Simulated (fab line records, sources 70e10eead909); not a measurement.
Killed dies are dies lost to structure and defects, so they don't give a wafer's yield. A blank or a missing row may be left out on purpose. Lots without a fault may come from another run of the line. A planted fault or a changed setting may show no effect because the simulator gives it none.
A struck lot beside a sound one | flow nand_harc | 14 steps out of a route of 1302
Sound: wafers L113.3, L113.4, L113.6. Struck: wafers L125.1, L125.3, L125.4. The cause comes at the end.
At each step with rows: each side's tool, then ch and its chambers, then its first start. Under that, the readings that differ: sound wafers | struck wafers | difference of the means | sigmas: that difference in standard deviations of wafers without a fault.
alike: readings whose means differ by less than 2 such deviations, and words and numbers that are the same on both sides. not compared: withheld readings, readings that some wafer has no value for, bounds like >300 that may hide the same value, and numbers for which the record gives no deviation and whose values overlap.
The two part at a step that has a row with sigmas, a row that says differs or no value, or rows on one side only. Numbers that don't overlap but have no deviation are shown without sigmas and don't part them. A reading that every wafer of one side lacks parts them only if that side has two wafers or more.

first, 1 step without rows for these wafers: NHARC_A_ONON_D1_DEP_19 (target thk 1000 nm).
NHARC_A_ONON_D1_THK_MEAS_21: measures by ellipsometry.
  sound on film_metro-02, day 11 16:56; struck on film_metro-01, day 17 08:46
  alike: thk_nm
then, 1 step without rows for these wafers: NHARC_A_ONON_D1_DEP_22 (target thk 1000 nm).
NHARC_A_ONON_D1_THK_MEAS_24: measures by ellipsometry.
  sound on film_metro-01, day 11 17:31; struck on film_metro-01, day 17 09:20
  alike: thk_nm
then, 1 step without rows for these wafers: NHARC_A_ONON_D1_DEP_25 (target thk 1000 nm).
NHARC_A_ONON_D1_THK_MEAS_27: measures by ellipsometry.
  sound on film_metro-02, day 11 18:04; struck on film_metro-02, day 17 09:53
  reading     | sound          | struck      | difference | sigmas
  thk_nm (nm) | 1020 1020 1021 | 993 992 992 | -28        | -2
then, 1 step without rows for these wafers: NHARC_A_ONON_D1_DEP_28 (target thk 1000 nm).
NHARC_A_ONON_D1_THK_MEAS_30: measures by ellipsometry.
  sound on film_metro-01, day 11 18:38; struck on film_metro-02, day 17 10:27
  alike: thk_nm
NHARC_A_ONON_D1_DEP_33: deposits SiO2, target thk 200 nm.
  sound on pecvd-01 ch 0,1, day 11 18:44; struck on pecvd-03 ch 0,2, day 17 10:31
  alike: heater_power_outer_w, heater_power_w, throttle_valve_pct
NHARC_A_ONON_D1_THK_MEAS_34: measures by ellipsometry.
  sound on film_metro-01, day 11 19:07; struck on film_metro-01, day 17 10:55
  alike: thk_nm
NHARC_A_ONON_D1_INSPECT_32:
  sound on defect_inspect-02, day 11 19:11; struck on defect_inspect-01, day 17 11:00
  alike: raw_defect_count
NHARC_A_CHANNEL_HOLE_D1_DEP_00: deposits aC, target thk 3100 nm.
  sound on acl_dep-03 ch 0, day 11 23:04; struck on acl_dep-01 ch 0, day 17 15:06
  alike: throttle_valve_pct
NHARC_A_CHANNEL_HOLE_D1_DEP_01: deposits SiON, target thk 140 nm.
  sound on pecvd-02 ch 1,2, day 12 00:25; struck on pecvd-01 ch 0,2, day 17 17:28
  alike: heater_power_outer_w, heater_power_w
-- the record jumps here: 15 days lie between the struck wafers' starts before and after (it left off in module A_CHANNEL_HOLE_D1 and takes up again in module END, whose first step shown is number 1302 of the route) --
NHARC_END_SORT_01:
  the record has rows for the struck wafers here (prober-02 ch 0, day 33 04:38) and none for the sound ones

WHERE THEY PART
First at NHARC_A_ONON_D1_THK_MEAS_27; last, within this record, at NHARC_END_SORT_01.

WHY: what the simulator had put in
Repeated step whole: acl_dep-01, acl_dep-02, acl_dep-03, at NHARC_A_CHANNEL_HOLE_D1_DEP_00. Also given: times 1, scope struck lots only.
